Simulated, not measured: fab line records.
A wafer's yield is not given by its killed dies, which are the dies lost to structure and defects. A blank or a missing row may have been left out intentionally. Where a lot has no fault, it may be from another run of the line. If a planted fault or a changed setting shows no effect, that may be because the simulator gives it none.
The tool behind it: which one? | flow n5 finfet | Sampling: 15 lots, 45 wafers, 2 of 1938 route steps

## WHAT EACH GAUGE READ, for each wafer
N5_SD_ACTIVATION_INSPECT_02: inspects for defects (darkfield).
lot  | measured    | on                | raw defect count
L925 | day 3 15:46 | defect inspect-02 | 184 134 182
L926 | day 3 22:31 | defect inspect-01 | 159 141 129
L927 | day 4 04:14 | defect inspect-01 | 223 266 212
L928 | day 4 12:25 | defect inspect-02 | 145 215 167
L930 | day 4 23:44 | defect inspect-01 | 189 159 201
L931 | day 5 03:46 | defect inspect-02 | 112 142 179
L932 | day 5 11:17 | defect inspect-02 | 137 138 153
L933 | day 5 17:03 | defect inspect-01 | 161 182 127
L934 | day 5 21:58 | defect inspect-01 | 153 185 142
L935 | day 6 07:25 | defect inspect-02 | 158 147 160
L936 | day 6 10:07 | defect inspect-01 | 196 176 131
L942 | day 8 00:12 | defect inspect-01 | 148 185 284
L943 | day 8 02:11 | defect inspect-01 | 215 166 177
L944 | day 8 13:31 | defect inspect-01 | 208 385 209
L947 | day 9 03:50 | defect inspect-02 | 133 209 183

## TOOL THAT RAN EACH LOT (tool first, then ch and the chambers of the sampled wafers, then the start)
lot  | N5_SD_ACTIVATION_RTA_00
L925 | rtp anneal-01 ch 0, day 3 15:03
L926 | rtp anneal-02 ch 0, day 3 21:50
L927 | rtp anneal-01 ch 0, day 4 03:32
L928 | rtp anneal-02 ch 0, day 4 11:41
L930 | rtp anneal-01 ch 0, day 4 23:00
L931 | rtp anneal-01 ch 0, day 5 03:03
L932 | rtp anneal-02 ch 0, day 5 10:34
L933 | rtp anneal-01 ch 0, day 5 16:21
L934 | rtp anneal-01 ch 0, day 5 21:14
L935 | rtp anneal-01 ch 0, day 6 06:43
L936 | rtp anneal-02 ch 0, day 6 09:23
L942 | rtp anneal-02 ch 0, day 7 23:31
L943 | rtp anneal-01 ch 0, day 8 01:28
L944 | rtp anneal-02 ch 0, day 8 12:47
L947 | rtp anneal-02 ch 0, day 9 03:08
- N5_SD_ACTIVATION_RTA_00: time 0 s.

## AS READ BY THE TOOLS THEMSELVES (means over the sampled wafers that have a number; for cases with no such wafer, the mark the record gives instead)
N5_SD_ACTIVATION_RTA_00.
lot  | tool          | lamp power pct (%) | wafer_temp_C_max
L925 | rtp anneal-01 | 9.00               | 975.3
L926 | rtp anneal-02 | 8.96               | 976.0
L927 | rtp anneal-01 | 8.95               | 973.7
L928 | rtp anneal-02 | 8.96               | 974.7
L930 | rtp anneal-01 | 8.89               | 973.8
L931 | rtp anneal-01 | 8.99               | 975.9
L932 | rtp anneal-02 | 8.91               | 972.8
L933 | rtp anneal-01 | 8.96               | 975.6
L934 | rtp anneal-01 | 8.95               | 974.6
L935 | rtp anneal-01 | 8.99               | 975.9
L936 | rtp anneal-02 | 9.03               | 973.7
L942 | rtp anneal-02 | 8.93               | 975.7
L943 | rtp anneal-01 | 8.93               | 976.8
L944 | rtp anneal-02 | 8.95               | 972.1
L947 | rtp anneal-02 | 8.99               | 975.0

## THE ANSWER, worked out from the rows above alone
Rule: the lots themselves supply what counts as usual. The widest of any qualifying gaps counts: lots, ordered by their means at a reading, are off when they make up no more than a third of the lots, leave a main group of 4 or more, and stand apart from it by 3 or more times the standard deviation of that group's means. If all means in a main group match to the digits the tables above print for the reading, that group is not used. A lot without any number at a reading at which 4 lots or more have one is off too. Any other lot the step has rows for is counted as sound. Order of review: gauges by route order, followed by the tools' own readings, for which a lot's mean as printed above is used. At the first step where some lot is off, the reading lying furthest off is the one used; lots without a number count as furthest.
Nothing can be told from this: no lot is off at any reading shown.

## WHAT THE SIMULATOR HAD INSERTED
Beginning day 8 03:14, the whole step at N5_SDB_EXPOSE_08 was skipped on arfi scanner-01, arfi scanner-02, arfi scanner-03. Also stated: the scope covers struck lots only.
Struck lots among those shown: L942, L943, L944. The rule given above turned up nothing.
